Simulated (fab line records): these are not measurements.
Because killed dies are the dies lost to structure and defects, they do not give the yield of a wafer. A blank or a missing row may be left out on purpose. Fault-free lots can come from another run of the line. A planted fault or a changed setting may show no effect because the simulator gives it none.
A struck lot beside a sound one    flow n5-finfet    17 steps out of a route of 1938
Sound: these wafers, L390.3, L390.4, L390.5. Struck: wafer L400.1 (L400.2, L400.3, from the same lot, were not struck and are left out); the cause is given at the end.
Order at every step that has rows: each side's tool, ch and its chambers, its first start. Under that, the readings that differ: sound wafers    struck wafers    difference of the means    sigmas: that difference in standard deviations of wafers without a fault.
alike: same words and numbers on both sides, and readings whose means sit less than 2 such deviations apart. not compared: any withheld reading, any reading some wafer has no value for, any bound like >300 that may hide the same value, and any number with overlapping values for which the record gives no deviation.
A row with sigmas, a row that says differs or no value, or rows on one side alone: a step with any of these is where the two part. Non-overlapping numbers with no deviation appear without sigmas and do not part them. A reading that every wafer of one side lacks parts them only if that side has two wafers or more.

first, 6 steps without rows for these wafers: N5_BEOL_M8_COAT_22 (resist thk 30 nm); N5_BEOL_M8_EBR_24; N5_BEOL_M8_SOFTBAKE_23 (time 60 s); N5_BEOL_M8_EXPOSE_25 (exposes mask V7, target cd 40 nm); N5_BEOL_M8_PEB_26 (peb time 60 s); N5_BEOL_M8_DEVELOP_27 (develop time 30 s).
N5_BEOL_M8_CD_MEAS_28: the cd target is 40 nm.
  sound on cd-sem-02 ch 0, day 10 11:26; struck on cd-sem-03 ch 0, day 12 20:14
  alike: cd-nm
N5_BEOL_M8_OVL_MEAS_29:
  sound on overlay-01 ch 0, day 10 11:29; struck on overlay-01 ch 0, day 12 20:16
  alike: V7_OVL
N5_BEOL_M8_INSPECT_30: inspects for defects (brightfield).
  sound on defect-inspect-01, day 10 11:31; struck on defect-inspect-02, day 12 20:20
  alike: raw-defect-count
N5_BEOL_M8_DESCUM_33: chemistry O2, time 7 s.
  sound on rie-diel-03 ch 0,1, day 10 11:48; struck on rie-diel-03 ch 3, day 12 20:22
reading                 sound              struck  difference  sigmas
throttle-valve-pct (%)  20.61 21.02 20.61  19.95   -0.80       -3
  alike: drypump-motor-current-A, oes-product-au, rf-vpp-V, showerhead-plenum-p-Torr
  not compared: rf-hours-counter-h
N5_BEOL_M8_ETCH_72: etches underlayer in N2/H2, target depth 6.5 nm, time 5.2 s.
  sound on rie-diel-03 ch 0,1, day 10 11:50; struck on rie-diel-03 ch 3, day 12 20:25
reading                 sound              struck  difference  sigmas
throttle-valve-pct (%)  17.99 17.98 18.01  17.48   -0.51       -3
  alike: bias-w, drypump-motor-current-A, etch-rf-on-time-s, h2-flow-sccm, oes-product-au, rf-fwd-power-W, rf-vpp-V, showerhead-plenum-p-Torr
  not compared: rf-hours-counter-h
N5_BEOL_M8_ETCH_65: etches SiARC in CF4, target depth 15.6 nm, time 26 s.
  sound on rie-diel-03 ch 0,1, day 10 11:51; struck on rie-diel-03 ch 3, day 12 20:26
reading                 sound              struck  difference  sigmas
throttle-valve-pct (%)  15.81 15.97 15.84  15.33   -0.54       -3
  alike: bias-w, drypump-motor-current-A, etch-rf-on-time-s, oes-product-au, rf-fwd-power-W, rf-vpp-V, showerhead-plenum-p-Torr
  not compared: rf-hours-counter-h
N5_BEOL_M8_ETCH_66: etches SOC in N2/H2, target depth 80 nm, overetch 16 nm, time 120 s.
  sound on rie-diel-03 ch 0,1, day 10 11:53; struck on rie-diel-03 ch 3, day 12 20:27
reading                                     sound              struck  difference  sigmas
rf-fwd-power-W (W)                          831 835 830        1040    +208        +67
rf-vpp-V (V)                                524.9 522.8 524.3  484.4   -39.6       -19
throttle-valve-pct (%)                      17.99 17.94 17.99  17.44   -0.53       -3
model.SiARC_of_BEOL_M8_COAT_64.thk-nm (nm)  6.4 6.4 6.6        5.8     -0.7        
model.BEOL_M8.cd-nm (nm)                    40 39.8 39.8       40.4    +0.5        
  alike: bias-w, drypump-motor-current-A, h2-flow-sccm, oes-product-au, showerhead-plenum-p-Torr
  not compared: rf-hours-counter-h
then, 2 steps without rows for these wafers: N5_BEOL_M8_STRIP_69 (strips in N2/H2); N5_BEOL_M8_STRIP_73 (strips in N2/H2).
N5_BEOL_M8_VIA_ETCH_34: etches SiCOH lowk in C4F6/O2, target depth 125.5 nm, time 50.5 s.
  sound on rie-diel-03 ch 0,1, day 10 11:59; struck on rie-diel-03 ch 3, day 12 20:33
reading                   sound              struck  difference  sigmas
O2_flow_sccm (sccm)       9.99 10.04 10.02   9.94    -0.08       -2
throttle-valve-pct (%)    21.09 21.38 21.10  20.53   -0.66       -3
model.BEOL_M8.cd-nm (nm)  40 40 39.8         40.4    +0.5        
  alike: bias-w, drypump-motor-current-A, oes-product-au, rf-fwd-power-W, rf-vpp-V, showerhead-plenum-p-Torr
  not compared: rf-hours-counter-h
then, 1 step without rows for these wafers: N5_BEOL_M8_STRIP_76 (strips in C4F6/O2).

WHERE THEY PART
Earliest at N5_BEOL_M8_DESCUM_33; latest, in this record, at N5_BEOL_M8_VIA_ETCH_34.

WHY: what the simulator had put in
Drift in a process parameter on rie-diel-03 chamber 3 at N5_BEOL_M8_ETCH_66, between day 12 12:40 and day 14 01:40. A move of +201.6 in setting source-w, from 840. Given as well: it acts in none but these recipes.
